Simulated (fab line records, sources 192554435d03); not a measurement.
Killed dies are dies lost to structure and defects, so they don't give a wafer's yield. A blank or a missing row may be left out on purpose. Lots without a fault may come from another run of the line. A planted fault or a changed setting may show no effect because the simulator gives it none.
A struck lot beside a sound one | flow n5_finfet | 38 steps out of a route of 1938
Sound: wafers L952.4, L952.5, L952.6. Struck: wafers L953.3, L953.6. (L953.1 of the same lot was not struck and is left out.) The cause comes at the end.
At each step with rows: each side's tool, then ch and its chambers, then its first start. Under that, the readings that differ: sound wafers | struck wafers | difference of the means | sigmas: that difference in standard deviations of wafers without a fault.
alike: readings whose means differ by less than 2 such deviations, and words and numbers that are the same on both sides. not compared: withheld readings, readings that some wafer has no value for, bounds like >300 that may hide the same value, and numbers for which the record gives no deviation and whose values overlap.
The two part at a step that has a row with sigmas, a row that says differs or no value, or rows on one side only. Numbers that don't overlap but have no deviation are shown without sigmas and don't part them. A reading that every wafer of one side lacks parts them only if that side has two wafers or more.

first, 8 steps without rows for these wafers: N5_BEOL_M3_ECD_50 (material Cu, target thk 300 nm); N5_BEOL_M3_ANNEAL_51 (time 90 s); N5_BEOL_M3_CMP_52 (polishes, stops on SiOC, t overpolish 6.8 s, target thk 40 nm); N5_BEOL_M3_PRE_CLEAN_60 (time 15 s); N5_BEOL_M3_CO_CAP_55 (material Co, precursor CCTBA/H2, target thk 2 nm, time 102.1 s); N5_BEOL_M3_PRE_CLEAN_56 (time 15 s); N5_BEOL_M3_DEP_57 (deposits SiCN from 3MS/NH3, target thk 8 nm, time 14 s); N5_BEOL_M4_ILD_DEP_00 (deposits SiOC from DEMS/O2, target thk 79 nm, time 15.3 s).
N5_BEOL_M4_PECVD_72: deposits SiO2 from TEOS/O2, target thk 16 nm, time 18 s.
  sound on pecvd-02 ch 0,1,2, day 10 01:27; struck on pecvd-02 ch 0, day 10 05:46
  alike: chamber_pressure_Torr, heater_power_w, showerhead_plenum_p_Torr, throttle_valve_pct
then, 10 steps without rows for these wafers: N5_BEOL_M4_HM_DEP_02 (deposits TiN, target thk 20 nm); N5_BEOL_M4_COAT_61 (time 60 s, resist thk 60 nm); N5_BEOL_M4_COAT_62 (time 60 s, resist thk 12 nm); N5_BEOL_M4_COAT_73 (time 60 s, resist thk 5 nm); N5_BEOL_M4_COAT_05 (resist thk 30 nm); N5_BEOL_M4_EBR_07; N5_BEOL_M4_SOFTBAKE_06 (time 60 s); N5_BEOL_M4_EXPOSE_08 (exposes mask M4); N5_BEOL_M4_PEB_09 (peb time 60 s); N5_BEOL_M4_DEVELOP_10 (develop time 30 s).
N5_BEOL_M4_INSPECT_13: inspects for defects (brightfield).
  sound on defect_inspect-01, day 10 02:08; struck on defect_inspect-01, day 10 08:04
  reading          | sound       | struck    | difference | sigmas
  raw_defect_count | 515 886 644 | 1231 1057 | +462       | +4
then, 15 steps without rows for these wafers: N5_BEOL_M4_DESCUM_16 (chemistry O2, time 7 s); N5_BEOL_M4_ETCH_74 (etches underlayer in N2/H2, target depth 6.5 nm, time 5.2 s); N5_BEOL_M4_ETCH_63 (etches SiARC in CF4, target depth 15.6 nm, time 26 s); N5_BEOL_M4_ETCH_64 (etches SOC in N2/H2, target depth 75 nm, overetch 22.5 nm, time 121.9 s); N5_BEOL_M4_STRIP_65 (strips in N2/H2); N5_BEOL_M4_STRIP_75 (strips in N2/H2); N5_BEOL_M4_STRIP_66 (strips in CF4); N5_BEOL_M4_HM_OPEN_17 (chemistry Cl2/BCl3, target TiN, target depth 20 nm, overetch 6 nm); N5_BEOL_M4_STRIP_19 (strips in O2); N5_BEOL_M4_COAT_67 (time 60 s, resist thk 60 nm); N5_BEOL_M4_COAT_68 (time 60 s, resist thk 12 nm); N5_BEOL_M4_COAT_76 (time 60 s, resist thk 5 nm); N5_BEOL_M4_COAT_22 (resist thk 30 nm); N5_BEOL_M4_EBR_24; N5_BEOL_M4_SOFTBAKE_23 (time 60 s).
N5_BEOL_M4_INSPECT_30: inspects for defects (brightfield).
  sound on defect_inspect-01, day 10 03:23; struck on defect_inspect-01, day 10 09:07
  reading          | sound       | struck    | difference | sigmas
  raw_defect_count | 500 910 637 | 1265 1051 | +476       | +4
N5_BEOL_M4_RC_MEAS_101:
  sound on prober-02 ch 0, day 10 08:55; struck on prober-01 ch 0, day 10 14:50
  alike: DIBL_N, DIBL_P, IOFF_N, IOFF_P, ION_N, ION_P, SS_N, SS_P, VT_N, VT_P
-- the record jumps here: 4 days lie between the struck wafers' starts before and after (it left off in module BEOL_M4 and takes up again in module PASSIVATION, whose first step shown is number 1936 of the route) --
N5_PASSIVATION_PROBE_49:
  the record has rows for the struck wafers here (prober-02, day 14 20:32) and none for the sound ones

WHERE THEY PART
First at N5_BEOL_M4_INSPECT_13; last, within this record, at N5_PASSIVATION_PROBE_49.

WHY: what the simulator had put in
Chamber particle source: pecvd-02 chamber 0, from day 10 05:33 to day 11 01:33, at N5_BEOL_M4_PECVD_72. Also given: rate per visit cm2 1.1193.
